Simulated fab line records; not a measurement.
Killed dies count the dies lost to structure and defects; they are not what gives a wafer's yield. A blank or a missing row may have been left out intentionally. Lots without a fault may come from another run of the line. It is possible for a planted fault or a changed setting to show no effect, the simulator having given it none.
fab line records ; flow nand-harc ; part 1 of 2: steps 1 to 23 of 31
[record] lots = 5; wafers = 15; last-day = 22
route steps=1159 shown P_GATE@126
lots with no fault: from the same line, run without faults
start-h: start of the lot's first displayed wafer, in hours after the record's first day ; wait-h: hours elapsed since this lot's preceding step ; " unchanged from the row above ; L1.1+2: a row that stands for several wafers ; - no value present, or no start provided ; * or withheld: withheld ; < > ~ a bound
route shown NAME@n: a module of which the file shows steps, and the number in the route of the first ; usual: average and standard deviation across the fault-free wafers ; same: alike in all rows ; chamber/n: place in a boat ; sites: the reading at each site ; _std_site: the standard deviation of these ; _edge_site: outer sites' mean less inner sites' ; radius-mm: how far each site lies from the wafer's centre ; mask NAME#n: copy n ; behind: the last tool/chamber to shape the wafer ; hold: what put the lot on hold/how long, in hours/how the hold closed ; device: the n, p or np transistor that did not switch ; end of line: the route-end tests of the same wafers ; a step given without rows: its recipe and nothing more ; killed: not the wafer's yield, but the dies lost to structure and defects at the first sort ; map: per-die view of a wafer (x killed, . not killed, _ where there is no die)
set.NAME: setting as actually run; set.NAME@STEP: the setting as run at that earlier step ; model.NAME: the simulator's own value behind a step, which no gauge read
lots at some steps of the route; a table a step, a row a wafer
services: when a tool's chamber went out of use (start-h, in hours from the record's first day, below 0 if earlier), for how many hours, and the reason
[[steps]]
[step NHARC_P_GATE_STRIP_15]
[recipe] time-s = 780; temp-c = 130; chemistry = SPM
lot.wafer;tool;chamber;start-h;wait-h
L080.4+2+6;wet-bench-09;0,2,4;111.12;0.0
L082.6+3+2;wet-bench-07;1,2,5;127.36;0.0
L084.5+3+1;wet-bench-04;2,4,5;127.39;0.0
L089.3+6+2;wet-bench-07;6,0,1;162.35;0.0
L090.1+5+2;wet-bench-04;4,6,0;171.81;0.0
[step NHARC_P_GATE_PRECLEAN_71]
[recipe] time-s = *; temp-c = 50; bath-age-min = 0; chemistry = SC1
[usual] h2o2-flow-mL-min = 56.61/0.17
lot.wafer;tool;chamber;start-h;wait-h;h2o2-flow-mL-min
L080.4;wet-bench-09;0;-;-;56.77
L080.2;wet-bench-09;2;-;-;56.61
L080.6;wet-bench-09;4;-;-;56.66
L082.6;wet-bench-07;1;-;-;56.33
L082.3;wet-bench-07;2;-;-;56.70
L082.2;wet-bench-07;5;-;-;56.58
L084.5;wet-bench-04;2;-;-;56.39
L084.3;wet-bench-04;4;-;-;56.73
L084.1;wet-bench-04;5;-;-;56.51
L089.3;wet-bench-07;6;-;-;56.77
L089.6;wet-bench-07;0;-;-;56.60
L089.2;wet-bench-07;1;-;-;56.39
L090.1;wet-bench-04;4;-;-;56.65
L090.5;wet-bench-04;6;-;-;56.64
L090.2;wet-bench-04;0;-;-;56.31
[step NHARC_P_GATE_SRD_72]
lot.wafer;tool;chamber;start-h;wait-h
L080.4+2+6;wet-bench-09;0,2,4;-;-
L082.6+3+2;wet-bench-07;1,2,5;-;-
L084.5+3+1;wet-bench-04;2,4,5;-;-
L089.3+6+2;wet-bench-07;6,0,1;-;-
L090.1+5+2;wet-bench-04;4,6,0;-;-
[step NHARC_P_GATE_OXIDE_16]
[recipe] target-thk-a = 30; temp-c = 875; ox-time-s = 392; material = SiO2
[usual] spike-tc-bottom-C = 892.1/2.4; zone-power-centre-pct = 18.0/0.74; zone-power-lower-pct = 14.2/0.5
lot.wafer;tool;chamber;start-h;wait-h;spike-tc-bottom-C;zone-power-centre-pct;zone-power-lower-pct
L080.2;furnace-01;0;114.46;-;894.8;19.3;15.6
L080.4;furnace-01;0;114.46;-;892.7;18.7;15.7
L080.6;furnace-01;0;114.46;-;892.9;18.6;15.1
L082.2;furnace-05;0;130.47;-;893.1;17.3;14.0
L082.3;furnace-05;0;130.47;-;893.4;17.3;14.0
L082.6;furnace-05;0;130.47;-;894.3;17.4;14.0
L084.1;furnace-05;0;130.47;-;895.0;17.4;14.0
L084.3;furnace-05;0;130.47;-;892.8;17.2;14.1
L084.5;furnace-05;0;130.47;-;893.6;17.3;14.1
L089.2;furnace-05;0;165.42;-;895.7;17.6;14.0
L089.3;furnace-05;0;165.42;-;893.3;17.2;14.0
L089.6;furnace-05;0;165.42;-;896.2;17.1;13.9
L090.1;furnace-04;0;175.15;-;890.0;18.5;14.2
L090.2;furnace-04;0;175.15;-;889.1;18.9;14.1
L090.5;furnace-04;0;175.15;-;890.4;18.5;14.0
[step NHARC_P_GATE_CVD_17]
[recipe] target-thk-a = 1500; temp-c = 620; time-s = 900; material = poly-Si
[usual] spike-tc-bottom-C = 640.4/2.3; zone-power-centre-pct = 8.58/0.29; zone-power-lower-pct = 10.4/0.69
lot.wafer;tool;chamber;start-h;wait-h;spike-tc-bottom-C;zone-power-centre-pct;zone-power-lower-pct
L080.2;lpcvd-poly-02;0;120.58;2.5;639.2;8.68;9.9
L080.4;lpcvd-poly-02;0;120.58;2.5;639.3;8.55;9.8
L080.6;lpcvd-poly-02;0;120.58;2.5;639.6;8.68;9.8
L082.2;lpcvd-poly-01;0;136.77;2.7;643.0;8.73;11.3
L082.3;lpcvd-poly-01;0;136.77;2.7;642.7;8.72;11.1
L082.6;lpcvd-poly-01;0;136.77;2.7;640.8;8.79;11.1
L084.1;lpcvd-poly-01;0;136.77;2.7;642.2;8.49;11.1
L084.3;lpcvd-poly-01;0;136.77;2.7;640.4;8.80;11.0
L084.5;lpcvd-poly-01;0;136.77;2.7;643.6;8.75;11.0
L089.2;lpcvd-poly-02;0;171.45;2.5;640.7;8.62;9.9
L089.3;lpcvd-poly-02;0;171.45;2.5;641.2;8.67;9.9
L089.6;lpcvd-poly-02;0;171.45;2.5;639.5;8.44;9.7
L090.1;lpcvd-poly-01;0;181.35;2.7;641.3;8.71;11.1
L090.2;lpcvd-poly-01;0;181.35;2.7;642.2;8.66;11.2
L090.5;lpcvd-poly-01;0;181.35;2.7;642.1;8.76;11.1
[step NHARC_P_GATE_HM_DEP_102]
[recipe] target-thk-a = 1200; temp-c = 400; material = aC
[usual] throttle-valve-pct = 34.999/0.0092
lot.wafer;tool;chamber;start-h;wait-h;throttle-valve-pct
L080.2;acl-dep-02;0;124.77;2.0;35.014
L080.4;acl-dep-02;0;124.77;2.0;35.009
L080.6;acl-dep-02;0;124.77;2.0;34.999
L084.1;acl-dep-02;0;139.36;0.4;34.994
L084.3;acl-dep-02;0;139.36;0.4;35.003
L084.5;acl-dep-02;0;139.36;0.4;34.993
L082.2;acl-dep-03;0;139.49;0.5;34.996
L082.3;acl-dep-03;0;139.49;0.5;34.987
L082.6;acl-dep-03;0;139.49;0.5;35.001
L089.2;acl-dep-03;0;180.92;7.2;34.988
L089.3;acl-dep-03;0;180.92;7.2;34.986
L089.6;acl-dep-03;0;180.92;7.2;35.003
L090.1;acl-dep-02;0;185.36;1.8;34.995
L090.2;acl-dep-02;0;185.36;1.8;34.994
L090.5;acl-dep-02;0;185.36;1.8;35.012
[step NHARC_P_GATE_DEP_103]
[recipe] target-thk-a = 300; target-thk-nm = 30; temp-c = 400; flow-sccm = 200; rf-w = 350; material = SiON
[usual] heater-power-w = 759/110
lot.wafer;tool;chamber;start-h;wait-h;heater-power-w
L080.2;pecvd-04;1;125.32;0.4;773
L080.4;pecvd-04;0;125.32;0.4;683
L080.6;pecvd-04;1;125.32;0.4;788
L082.3;pecvd-03;0;140.05;0.3;609
L082.2;pecvd-03;2;140.05;0.3;967
L082.6;pecvd-03;0;140.05;0.3;626
L084.3;pecvd-01;1;140.05;0.4;569
L084.1;pecvd-01;2;140.05;0.4;922
L084.5;pecvd-01;1;140.05;0.4;567
L089.3;pecvd-01;2;181.50;0.4;897
L089.2;pecvd-01;1;181.50;0.4;604
L089.6;pecvd-01;0;181.50;0.4;727
L090.1;pecvd-03;0;186.09;0.6;685
L090.2;pecvd-03;1;186.09;0.6;783
L090.5;pecvd-03;1;186.09;0.6;775
[step NHARC_P_GATE_DEHYDRATE_18]
[recipe] temp-c = 150; time-s = 120
[usual] resist-line-temp-C = 22.99/0.099
lot.wafer;tool;chamber;start-h;wait-h;resist-line-temp-C
L080.2;litho-track-06;0;125.70;0.3;23.06
L080.4;litho-track-06;0;125.70;0.3;23.02
L080.6;litho-track-06;0;125.70;0.3;23.18
L084.1;litho-track-01;0;140.29;0.2;22.96
L084.3;litho-track-01;0;140.29;0.2;22.91
L084.5;litho-track-01;0;140.29;0.2;23.00
L082.2;litho-track-04;0;140.32;0.2;23.08
L082.3;litho-track-04;0;140.32;0.2;22.94
L082.6;litho-track-04;0;140.32;0.2;22.89
L089.2;litho-track-06;0;181.77;0.2;23.02
L089.3;litho-track-06;0;181.77;0.2;23.05
L089.6;litho-track-06;0;181.77;0.2;22.95
L090.1;litho-track-06;0;186.33;0.2;22.92
L090.2;litho-track-06;0;186.33;0.2;22.93
L090.5;litho-track-06;0;186.33;0.2;22.77
[step NHARC_P_GATE_HMDS_19]
[recipe] time-s = 30
[usual] resist-line-temp-C = 23.00/0.096
lot.wafer;tool;chamber;start-h;wait-h;resist-line-temp-C
L080.2;litho-track-06;0;-;-;22.96
L080.4;litho-track-06;0;-;-;23.03
L080.6;litho-track-06;0;-;-;23.04
L084.1;litho-track-01;0;-;-;23.14
L084.3;litho-track-01;0;-;-;23.12
L084.5;litho-track-01;0;-;-;22.96
L082.2;litho-track-04;0;-;-;22.92
L082.3;litho-track-04;0;-;-;22.92
L082.6;litho-track-04;0;-;-;22.88
L089.2;litho-track-06;0;-;-;23.14
L089.3;litho-track-06;0;-;-;23.22
L089.6;litho-track-06;0;-;-;23.12
L090.1;litho-track-06;0;-;-;22.92
L090.2;litho-track-06;0;-;-;23.06
L090.5;litho-track-06;0;-;-;22.84
[step NHARC_P_GATE_COAT_20]
[recipe] spin-rpm = 1500; resist-thk-nm = 90
[usual] dispense-pressure-kPa = 48.3/1.4; resist-line-temp-C = 22.98/0.12
lot.wafer;tool;chamber;start-h;wait-h;dispense-pressure-kPa;resist-line-temp-C
L080.2;litho-track-06;0;-;-;49.7;22.88
L080.4;litho-track-06;0;-;-;49.8;22.71
L080.6;litho-track-06;0;-;-;49.7;22.80
L084.1;litho-track-01;0;-;-;46.6;23.11
L084.3;litho-track-01;0;-;-;46.6;23.00
L084.5;litho-track-01;0;-;-;46.6;23.19
L082.2;litho-track-04;0;-;-;49.2;22.97
L082.3;litho-track-04;0;-;-;49.3;22.98
L082.6;litho-track-04;0;-;-;49.2;22.99
L089.2;litho-track-06;0;-;-;49.7;23.05
L089.3;litho-track-06;0;-;-;49.8;23.21
L089.6;litho-track-06;0;-;-;49.8;22.99
L090.1;litho-track-06;0;-;-;49.8;23.13
L090.2;litho-track-06;0;-;-;49.7;23.02
L090.5;litho-track-06;0;-;-;49.8;22.91
[step NHARC_P_GATE_SOFTBAKE_21]
[recipe] temp-c = 105; time-s = 55
[usual] resist-line-temp-C = 22.97/0.098
lot.wafer;tool;chamber;start-h;wait-h;resist-line-temp-C
L080.2;litho-track-06;0;-;-;22.88
L080.4;litho-track-06;0;-;-;22.91
L080.6;litho-track-06;0;-;-;23.14
L084.1;litho-track-01;0;-;-;22.89
L084.3;litho-track-01;0;-;-;22.89
L084.5;litho-track-01;0;-;-;23.03
L082.2;litho-track-04;0;-;-;22.98
L082.3;litho-track-04;0;-;-;23.01
L082.6;litho-track-04;0;-;-;22.89
L089.2;litho-track-06;0;-;-;22.92
L089.3;litho-track-06;0;-;-;22.79
L089.6;litho-track-06;0;-;-;22.95
L090.1;litho-track-06;0;-;-;22.99
L090.2;litho-track-06;0;-;-;22.94
L090.5;litho-track-06;0;-;-;23.09
[step NHARC_P_GATE_EBR_22]
[usual] resist-line-temp-C = 23.02/0.096
lot.wafer;tool;chamber;start-h;wait-h;resist-line-temp-C
L080.2;litho-track-06;0;-;-;23.06
L080.4;litho-track-06;0;-;-;23.03
L080.6;litho-track-06;0;-;-;23.07
L084.1;litho-track-01;0;-;-;23.13
L084.3;litho-track-01;0;-;-;23.06
L084.5;litho-track-01;0;-;-;23.09
L082.2;litho-track-04;0;-;-;23.15
L082.3;litho-track-04;0;-;-;23.05
L082.6;litho-track-04;0;-;-;23.07
L089.2;litho-track-06;0;-;-;22.99
L089.3;litho-track-06;0;-;-;23.14
L089.6;litho-track-06;0;-;-;23.04
L090.1;litho-track-06;0;-;-;23.02
L090.2;litho-track-06;0;-;-;23.00
L090.5;litho-track-06;0;-;-;22.84
[step NHARC_P_GATE_EXPOSE_23]
[recipe] na = 1.35; target-cd-nm = 120; dose-mj = 93.91; mask-id = P_GATE
lot.wafer;tool;chamber;start-h;wait-h;mask
L080.2+4+6;arfi-scanner-01;0;125.97;-;P_GATE#0
L084.1+3+5;arfi-scanner-02;0;140.44;-;P_GATE#0
L082.2+3+6;arfi-scanner-02;0;140.75;-;P_GATE#0
L089.2+3+6;arfi-scanner-03;0;182.05;-;P_GATE#0
L090.1+2+5;arfi-scanner-01;0;186.59;-;P_GATE#0
[step NHARC_P_GATE_PEB_24]
[recipe] peb-temp-c = 100; peb-time-s = 65
[usual] resist-line-temp-C = 23.02/0.11
[same] peb-time-s = 65
lot.wafer;tool;chamber;start-h;wait-h;resist-line-temp-C
L080.2;litho-track-04;0;126.03;0.1;23.09
L080.4;litho-track-04;0;126.03;0.1;23.00
L080.6;litho-track-04;0;126.03;0.1;22.92
L084.1;litho-track-06;0;140.50;0.1;22.93
L084.3;litho-track-06;0;140.50;0.1;22.99
L084.5;litho-track-06;0;140.50;0.1;23.13
L082.2;litho-track-04;0;140.81;0.1;23.01
L082.3;litho-track-04;0;140.81;0.1;23.03
L082.6;litho-track-04;0;140.81;0.1;23.11
L089.2;litho-track-04;0;182.10;0.1;23.02
L089.3;litho-track-04;0;182.10;0.1;23.08
L089.6;litho-track-04;0;182.10;0.1;23.05
L090.1;litho-track-06;0;186.65;0.1;22.83
L090.2;litho-track-06;0;186.65;0.1;22.92
L090.5;litho-track-06;0;186.65;0.1;22.73
[step NHARC_P_GATE_DEVELOP_25]
[recipe] develop-time-s = 35; dev-temp-c = 23
[usual] resist-line-temp-C = 22.99/0.1
lot.wafer;tool;chamber;start-h;wait-h;resist-line-temp-C
L080.2;litho-track-04;0;-;-;22.98
L080.4;litho-track-04;0;-;-;22.97
L080.6;litho-track-04;0;-;-;23.01
L084.1;litho-track-06;0;-;-;22.93
L084.3;litho-track-06;0;-;-;23.10
L084.5;litho-track-06;0;-;-;22.99
L082.2;litho-track-04;0;-;-;22.87
L082.3;litho-track-04;0;-;-;23.07
L082.6;litho-track-04;0;-;-;23.05
L089.2;litho-track-04;0;-;-;22.87
L089.3;litho-track-04;0;-;-;22.90
L089.6;litho-track-04;0;-;-;22.99
L090.1;litho-track-06;0;-;-;23.00
L090.2;litho-track-06;0;-;-;22.84
L090.5;litho-track-06;0;-;-;22.97
[step NHARC_P_GATE_CD_MEAS_26]
[recipe] target-cd-nm = 120; landing-energy-ev = 500
[usual] cd-nm = 119.6/0.59
lot.wafer;tool;chamber;start-h;wait-h;cd-nm
L080.2;cd-sem-03;0;126.11;-;118.9
L080.4;cd-sem-03;0;126.11;-;120.3
L080.6;cd-sem-03;0;126.11;-;120.4
L084.1;cd-sem-02;0;140.58;-;119.4
L084.3;cd-sem-02;0;140.58;-;118.5
L084.5;cd-sem-02;0;140.58;-;119.4
L082.2;cd-sem-01;0;140.89;-;120.5
L082.3;cd-sem-01;0;140.89;-;120.4
L082.6;cd-sem-01;0;140.89;-;119.5
L089.2;cd-sem-03;0;182.18;-;120.4
L089.3;cd-sem-03;0;182.18;-;119.1
L089.6;cd-sem-03;0;182.18;-;120.5
L090.1;cd-sem-03;0;186.73;-;119.2
L090.2;cd-sem-03;0;186.73;-;118.5
L090.5;cd-sem-03;0;186.73;-;119.4
[step NHARC_P_GATE_OVL_MEAS_27]
[usual] overlay-x-nm = -0.2/0.76; overlay-y-nm = 0.0/0.75
lot.wafer;tool;chamber;start-h;wait-h;overlay-x-nm;overlay-y-nm
L080.2;overlay-01;-;126.20;-;-0.2;1.1
L080.4;overlay-01;-;126.20;-;-0.2;1.4
L080.6;overlay-01;-;126.20;-;-0.6;1.0
L084.1;overlay-02;-;140.67;-;-0.7;0.7
L084.3;overlay-02;-;140.67;-;-0.4;1.0
L084.5;overlay-02;-;140.67;-;-0.4;0.6
L082.2;overlay-02;-;140.98;-;-2.1;-1.2
L082.3;overlay-02;-;140.98;-;-1.9;-0.7
L082.6;overlay-02;-;140.98;-;-2.4;-0.4
L089.2;overlay-02;-;182.27;-;-0.9;0.6
L089.3;overlay-02;-;182.27;-;-0.6;1.3
L089.6;overlay-02;-;182.27;-;-0.3;0.4
L090.1;overlay-02;-;186.82;-;-1.1;-0.9
L090.2;overlay-02;-;186.82;-;-1.1;0.1
L090.5;overlay-02;-;186.82;-;-0.8;-1.1
[step NHARC_P_GATE_INSPECT_28]
[usual] raw-defect-count = 5.7/2.9
lot.wafer;tool;chamber;start-h;wait-h;raw-defect-count
L080.2;defect-inspect-01;-;126.24;0.0;7
L080.4;defect-inspect-01;-;126.24;0.0;3
L080.6;defect-inspect-01;-;126.24;0.0;6
L084.1;defect-inspect-01;-;140.70;0.0;17
L084.3;defect-inspect-01;-;140.70;0.0;5
L084.5;defect-inspect-01;-;140.70;0.0;7
L082.2;defect-inspect-01;-;141.02;0.0;9
L082.3;defect-inspect-01;-;141.02;0.0;9
L082.6;defect-inspect-01;-;141.02;0.0;7
L089.2;defect-inspect-02;-;182.31;0.0;4
L089.3;defect-inspect-02;-;182.31;0.0;8
L089.6;defect-inspect-02;-;182.31;0.0;6
L090.1;defect-inspect-01;-;186.86;0.0;1
L090.2;defect-inspect-01;-;186.86;0.0;6
L090.5;defect-inspect-01;-;186.86;0.0;12
[step NHARC_P_GATE_DESCUM_31]
[recipe] time-s = 3; o2-flow-sccm = 200; ar-flow-sccm = 0; bias-power-w = 0; chemistry = O2
[usual] drypump-motor-current-A = 5.7/0.45; oes-product-au = 0.996/0.007; rf-vpp-V = 57.8/0.85; showerhead-plenum-p-Torr = 1.91/0.097; throttle-valve-pct = 11.311/0.0092
lot.wafer;tool;chamber;start-h;wait-h;drypump-motor-current-A;oes-product-au;rf-hours-counter-h;rf-vpp-V;showerhead-plenum-p-Torr;throttle-valve-pct
L080.4;rie-diel-06;3;126.30;0.1;6.4;0.993;12;55.7;1.91;11.325
L080.2;rie-diel-06;0;126.30;0.1;5.5;0.988;8;56.6;1.78;11.312
L080.6;rie-diel-06;2;126.30;0.1;5.3;1.001;-;57.8;2.06;11.314
L084.1;rie-diel-11;0;140.79;0.1;6.5;0.998;36;56.4;1.78;11.324
L084.3;rie-diel-11;1;140.79;0.1;5.9;1.000;40;57.7;1.83;11.296
L084.5;rie-diel-11;2;140.79;0.1;5.9;0.999;-;56.4;1.77;11.320
L082.2;rie-diel-11;3;141.12;0.1;5.5;0.988;42;57.2;1.98;11.312
L082.3;rie-diel-11;2;141.12;0.1;5.9;0.996;41;57.3;1.77;11.317
L082.6;rie-diel-11;0;141.12;0.1;6.5;0.991;-;57.0;1.78;11.307
L089.3;rie-diel-06;2;182.38;0.1;5.3;0.993;21;58.4;2.05;11.297
L089.2;rie-diel-06;0;182.38;0.1;5.5;0.989;19;56.8;1.77;11.309
L089.6;rie-diel-06;2;182.38;0.1;5.3;0.999;-;58.4;2.05;11.303
L090.2;rie-diel-06;0;186.93;0.1;5.5;0.985;19;57.7;1.77;11.316
L090.1;rie-diel-06;2;186.93;0.1;5.3;1.004;22;56.8;2.05;11.314
L090.5;rie-diel-06;3;186.93;0.1;6.4;0.992;-;58.4;1.90;11.311
[step NHARC_P_GATE_ETCH_104]
[recipe] target-depth-a = 600; time-s = withheld; cf4-flow-sccm = 100; chf3-flow-sccm = 30; ar-flow-sccm = 0; rf-w = 500; bias-w = 200; chemistry = CF4/CHF3
[usual] drypump-motor-current-A = 5.7/0.44; oes-product-au = 0.941/0.021; rf-vpp-V = 370.6/2.6; showerhead-plenum-p-Torr = 1.57/0.076; throttle-valve-pct = 16.803/0.009
lot.wafer;tool;chamber;start-h;wait-h;drypump-motor-current-A;oes-product-au;rf-vpp-V;showerhead-plenum-p-Torr;throttle-valve-pct
L080.4;rie-diel-06;0;126.39;0.1;5.5;0.964;367.0;1.47;16.801
L080.2;rie-diel-06;1;126.39;0.1;5.4;0.971;373.1;1.59;16.805
L080.6;rie-diel-06;3;126.39;0.1;6.4;0.967;372.1;1.57;16.817
L084.1;rie-diel-11;1;140.87;0.1;5.9;0.935;367.5;1.51;16.792
L084.3;rie-diel-11;0;140.87;0.1;6.5;0.923;368.2;1.47;16.807
L084.5;rie-diel-11;1;140.87;0.1;5.9;0.933;369.4;1.51;16.799
L082.3;rie-diel-11;0;141.28;0.1;6.5;0.938;366.4;1.47;16.812
L082.2;rie-diel-11;2;141.28;0.1;5.9;0.943;368.0;1.46;16.801
L082.6;rie-diel-11;3;141.28;0.1;5.5;0.925;372.7;1.63;16.796
L089.3;rie-diel-06;2;182.50;0.1;5.3;0.941;373.7;1.68;16.800
L089.2;rie-diel-06;1;182.50;0.1;5.4;0.944;370.8;1.59;16.811
L089.6;rie-diel-06;2;182.50;0.1;5.3;0.937;375.1;1.68;16.807
L090.2;rie-diel-06;1;187.00;0.1;5.4;0.927;371.4;1.59;16.807
L090.1;rie-diel-06;2;187.00;0.1;5.3;0.929;373.5;1.68;16.800
L090.5;rie-diel-06;1;187.00;0.1;5.4;0.916;371.5;1.59;16.798
[step NHARC_P_GATE_HM_OPEN_105]
[recipe] target-depth-a = 3600; o2-flow-sccm = 400; cos-flow-sccm = 20; ar-flow-sccm = 0; rf-w = 500; bias-w = 300; chemistry = O2/COS
[usual] drypump-motor-current-A = 5.7/0.43; oes-product-au = 0.996/0.0075; rf-vpp-V = 467/3.3; showerhead-plenum-p-Torr = 3.13/0.15; throttle-valve-pct = 28.329/0.0091
lot.wafer;tool;chamber;start-h;wait-h;drypump-motor-current-A;oes-product-au;rf-hours-counter-h;rf-vpp-V;showerhead-plenum-p-Torr;throttle-valve-pct
L080.2;rie-diel-06;0;-;-;5.5;0.986;8;463;2.91;28.332
L080.4;rie-diel-06;1;-;-;5.4;0.994;10;468;3.15;28.319
L080.6;rie-diel-06;3;-;-;6.4;0.990;-;466;3.11;28.335
L084.3;rie-diel-11;3;-;-;5.5;0.997;42;470;3.23;28.336
L084.1;rie-diel-11;0;-;-;6.5;0.999;36;462;2.91;28.332
L084.5;rie-diel-11;3;-;-;5.5;0.987;-;469;3.23;28.328
L082.2;rie-diel-11;0;-;-;6.5;1.000;36;463;2.91;28.342
L082.3;rie-diel-11;1;-;-;5.9;1.009;40;465;2.99;28.339
L082.6;rie-diel-11;2;-;-;5.9;1.003;-;463;2.91;28.338
L089.3;rie-diel-06;1;-;-;5.5;0.999;21;467;3.15;28.323
L089.2;rie-diel-06;3;-;-;6.4;0.996;23;467;3.11;28.322
L089.6;rie-diel-06;2;-;-;5.3;1.003;-;472;3.33;28.333
L090.2;rie-diel-06;2;-;-;5.3;0.999;22;470;3.33;28.328
L090.1;rie-diel-06;0;-;-;5.5;0.990;19;462;2.91;28.323
L090.5;rie-diel-06;2;-;-;5.3;0.995;-;473;3.33;28.326
[step NHARC_P_GATE_STRIP_106]
[recipe] o2-flow-sccm = 400; cos-flow-sccm = 20; ar-flow-sccm = 0; bias-w = 0; chemistry = O2/COS
lot.wafer;tool;chamber;start-h;wait-h
L080.2+4+6;rie-diel-06;3,1,3;-;-
L084.1+3+5;rie-diel-11;3,1,2;-;-
L082.2+3+6;rie-diel-11;3,0,3;-;-
L089.2+3+6;rie-diel-06;2,3,2;-;-
L090.2+1+5;rie-diel-06;0,1,0;-;-
[step NHARC_P_GATE_ETCH_114]
[recipe] target-depth-a = 300; overetch-a = 30; time-s = 16.5; ion-energy-ev = 100; cf4-flow-sccm = 80; o2-flow-sccm = 20; ar-flow-sccm = 0; rf-w = 300; bias-w = 100; chemistry = CF4/O2
[usual] drypump-motor-current-A = 5.7/0.46; oes-product-au = 0.997/0.0086; rf-vpp-V = 197.7/1.6; showerhead-plenum-p-Torr = 1.33/0.066; throttle-valve-pct = 13.397/0.0089
lot.wafer;tool;chamber;start-h;wait-h;drypump-motor-current-A;oes-product-au;rf-hours-counter-h;rf-vpp-V;showerhead-plenum-p-Torr;throttle-valve-pct
L080.4;rie-diel-06;0;-;-;5.5;0.990;9;196.2;1.24;13.403
L080.2;rie-diel-06;1;-;-;5.4;0.997;10;197.2;1.35;13.387
L080.6;rie-diel-06;3;-;-;6.4;0.982;-;196.6;1.33;13.398
L084.3;rie-diel-11;2;-;-;5.9;1.006;41;197.0;1.24;13.397
L084.1;rie-diel-11;3;-;-;5.5;1.002;43;197.2;1.38;13.414
L084.5;rie-diel-11;1;-;-;5.9;1.002;-;196.1;1.28;13.390
L082.3;rie-diel-11;1;-;-;5.9;1.004;40;196.6;1.28;13.393
L082.2;rie-diel-11;3;-;-;5.5;0.991;43;198.2;1.38;13.392
L082.6;rie-diel-11;0;-;-;6.5;1.001;-;196.2;1.24;13.394
L089.2;rie-diel-06;3;-;-;6.4;0.983;23;197.4;1.33;13.396
L089.3;rie-diel-06;0;-;-;5.5;0.987;19;196.9;1.24;13.397
L089.6;rie-diel-06;3;-;-;6.4;0.989;-;197.6;1.33;13.395
L090.1;rie-diel-06;3;-;-;6.4;1.000;23;197.7;1.33;13.409
L090.2;rie-diel-06;0;-;-;5.5;0.996;19;194.9;1.24;13.387
L090.5;rie-diel-06;2;-;-;5.3;1.005;-;199.2;1.43;13.384
